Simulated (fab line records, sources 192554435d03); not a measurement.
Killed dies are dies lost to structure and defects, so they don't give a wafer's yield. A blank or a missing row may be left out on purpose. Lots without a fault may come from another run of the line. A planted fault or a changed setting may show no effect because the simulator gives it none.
Chamber matching | flow n5_finfet | N5_BEOL_M7_DEP_56 on pecvd-04: 3 sister chambers
The step deposits SiCN from 3MS/NH3, target thk 10 nm, time 17.5 s. 16 wafers are shown with their chamber, then 8 later ones without.

WAFERS WITH THEIR CHAMBER
wafer  | chamber | throttle_valve_pct (%) | showerhead_plenum_p_Torr (Torr) | rf_fwd_power_W (W)
L075.3 | 0       | 8.6                    | 3.666                           | 198.9
L075.4 | 2       | 8.7                    | 3.676                           | 199.4
L075.6 | 0       | 8.4                    | 3.664                           | 198.6
L077.3 | 1       | 10.1                   | 3.682                           | 201.0
L077.4 | 0       | 8.4                    | 3.669                           | 198.7
L077.6 | 2       | 8.6                    | 3.681                           | 200.5
L087.3 | 1       | 10.1                   | 3.671                           | 198.8
L087.5 | 2       | 8.9                    | 3.670                           | 199.5
L087.6 | 0       | 8.3                    | 3.668                           | 199.4
L088.3 | 1       | 9.7                    | 3.677                           | 200.1
L088.5 | 2       | 8.9                    | 3.667                           | 199.7
L088.6 | 0       | 8.3                    | 3.663                           | 198.9
L089.3 | 0       | 8.5                    | 3.667                           | 199.4
L089.5 | 2       | 9.1                    | 3.678                           | 199.1
L089.6 | 1       | 9.9                    | 3.667                           | 198.5
L091.1 | 1       | 10.0                   | 3.682                           | 199.0

SIGNATURES (means of the wafers above)
reading                  | chamber 0 | chamber 1 | chamber 2 | scatter within a chamber
throttle_valve_pct       | 8.417     | 9.960     | 8.840     | 0.16
showerhead_plenum_p_Torr | 3.66617   | 3.67580   | 3.67440   | 0.00511
rf_fwd_power_W           | 198.983   | 199.480   | 199.640   | 0.682
Rule: a wafer's distance from a chamber is the root of the sum, over the readings, of the square of ((its reading less the chamber's mean) divided by the reading's scatter). The wafer belongs to the nearest chamber; if the next one is less than 2 further off, it can't be placed. The scatter: the root of (the sum of the squares of (reading less its chamber's mean) over the shown wafers, divided by (wafers less chambers)).

WAFERS WITHOUT THEIR CHAMBER
wafer  | throttle_valve_pct (%) | showerhead_plenum_p_Torr (Torr) | rf_fwd_power_W (W)
L091.3 | 8.4                    | 3.669                           | 199.6
L091.5 | 8.5                    | 3.665                           | 199.2
L094.2 | 9.0                    | 3.671                           | 199.3
L094.4 | 9.0                    | 3.671                           | 199.4
L094.5 | 10.1                   | 3.679                           | 199.4
L097.2 | 8.9                    | 3.675                           | 199.5
L097.3 | 8.8                    | 3.670                           | 198.6
L097.5 | 9.1                    | 3.673                           | 199.4

WHICH CHAMBER EACH WENT THROUGH
wafer  | from the rows above     | in truth
L091.3 | can't be placed: 0 or 2 | 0
L091.5 | 0                       | 0
L094.2 | 2                       | 2
L094.4 | 2                       | 2
L094.5 | 1                       | 1
L097.2 | 2                       | 2
L097.3 | can't be placed: 2 or 0 | 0
L097.5 | 2                       | 2
Placed correctly: 6 of 8. Can't be placed from these rows: 2 (the true chamber is among the candidates in 2). Placed wrongly: 0.
